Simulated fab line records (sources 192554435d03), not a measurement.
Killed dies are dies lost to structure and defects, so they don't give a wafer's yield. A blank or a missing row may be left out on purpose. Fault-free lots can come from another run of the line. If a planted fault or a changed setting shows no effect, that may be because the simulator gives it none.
A lot that was struck, set against a sound lot :: flow n5 finfet :: 16 steps out of a route of 1938
Sound: wafers L389.1, L389.3, L389.5. Struck: wafer L400.2 (left out: L400.1, a lot-mate that was not struck); the cause follows at the end.
At each step with rows: each side's tool, then ch and its chambers, then its first start. Under that, the readings that differ: sound wafers :: struck wafers :: difference of the means :: sigmas: that difference in standard deviations of wafers without a fault.
alike: readings with means less than 2 such deviations apart, plus words and numbers identical on both sides. not compared: withheld readings, readings lacking a value on some wafer, bounds such as >300 that could conceal the same value, and numbers that have no deviation in the record and whose values overlap.
Wherever a step has rows on one side only, a row that says differs or no value, or a row with sigmas, the two part there. Numbers that have no deviation but don't overlap get no sigmas and don't part them. A reading that every wafer of one side lacks parts them only if that side has two wafers or more.

first, 5 steps without rows for these wafers: N5_BEOL_M2_EBR_24; N5_BEOL_M2_SOFTBAKE_23 (time 60 s); N5_BEOL_M2_EXPOSE_25 (exposes mask V1, defocus 5 nm); N5_BEOL_M2_PEB_26 (peb time 60 s); N5_BEOL_M2_DEVELOP_27 (develop time 30 s).
N5_BEOL_M2_CD_MEAS_28: target cd 26.2 nm, target cd y 24.1 nm.
  sound on cd sem-02 ch 0, day 7 09:23; struck on cd sem-01 ch 0, day 9 20:56
  alike: cd nm
N5_BEOL_M2_OVL_MEAS_29:
  sound on overlay-01 ch 0, day 7 09:25; struck on overlay-02 ch 0, day 9 20:58
  alike: V1_OVL
N5_BEOL_M2_INSPECT_30: inspects for defects (brightfield).
  sound on defect inspect-02, day 7 09:28; struck on defect inspect-02, day 9 21:01
  alike: raw defect count
N5_BEOL_M2_DESCUM_33: chemistry O2, time 7 s.
  sound on rie diel-04 ch 0,2,3, day 7 09:30; struck on rie diel-05 ch 0, day 9 21:05
  alike: drypump motor current A, oes product au, rf vpp V, showerhead plenum p Torr, throttle valve pct
  not compared: rf hours counter h
N5_BEOL_M2_ETCH_77: etches underlayer in N2/H2, target depth 6.5 nm, time 5.2 s.
  sound on rie diel-04 ch 0,2,3, day 7 09:32; struck on rie diel-05 ch 0, day 9 21:07
  alike: drypump motor current A, etch rf on time s, oes product au, rf vpp V, showerhead plenum p Torr, throttle valve pct
  not compared: rf hours counter h
N5_BEOL_M2_ETCH_69: etches SiARC in CF4, target depth 15.6 nm, time 26 s.
  sound on rie diel-04 ch 0,2,3, day 7 09:33; struck on rie diel-05 ch 0, day 9 21:08
  alike: drypump motor current A, etch rf on time s, oes product au, rf vpp V, showerhead plenum p Torr, throttle valve pct
  not compared: rf hours counter h
N5_BEOL_M2_ALD_98: deposits SiO2, target thk 2.5 nm, pulse time 1 s, co reactant pulse time 1 s.
  sound on ald sin-03 ch 1,2,3, day 7 09:38; struck on ald sin-02 ch 0, day 9 21:13
  alike: heater power w, precursor pulse height rel
N5_BEOL_M2_ETCHBACK_99: etches SiO2 in CHF3, target depth 5 nm, time 10.4 s.
  sound on rie diel-01 ch 0,2,3, day 7 10:36; struck on rie diel-04 ch 1, day 10 00:28
reading: model.CAR-EUV_of_BEOL_M2_COAT_22.thk nm (nm)
sound: 10.4 10.4 10.4
struck: 10
difference: +0
sigmas: 
  alike: CHF3_flow_sccm, drypump motor current A, oes product au, rf vpp V, showerhead plenum p Torr, throttle valve pct
  not compared: rf hours counter h
N5_BEOL_M2_ETCH_70: etches SOC in N2/H2, target depth 80 nm, overetch 24 nm, time 130 s.
  sound on rie diel-01 ch 0,2,3, day 7 10:38; struck on rie diel-04 ch 1, day 10 00:30
  alike: drypump motor current A, oes product au, rf vpp V, showerhead plenum p Torr, throttle valve pct
  not compared: rf hours counter h
N5_BEOL_M4_RC_MEAS_101:
  sound on prober-01 ch 0, day 8 11:54; struck on prober-02 ch 0, day 11 01:24
reading: ION_N (uA/um)
sound: 673 676 690
struck: 660
difference: -20
sigmas: -2
  alike: DIBL_N, DIBL_P, IOFF_N, IOFF_P, ION_P, SS_N, SS_P, VT_N, VT_P
-- a jump in the record: the struck wafers' starts before and after are 4 days apart (it breaks off in module BEOL_M4 and resumes in module PASSIVATION, where the first step shown is number 1936 of the route) --
N5_PASSIVATION_PROBE_49:
  rows exist in the record for the struck wafers here (prober-02, day 15 05:41), but not for the sound ones

## WHERE THEY PART
At N5_BEOL_M4_RC_MEAS_101 first; at N5_PASSIVATION_PROBE_49 last (within this record only).

WHY: whatever the simulator had introduced
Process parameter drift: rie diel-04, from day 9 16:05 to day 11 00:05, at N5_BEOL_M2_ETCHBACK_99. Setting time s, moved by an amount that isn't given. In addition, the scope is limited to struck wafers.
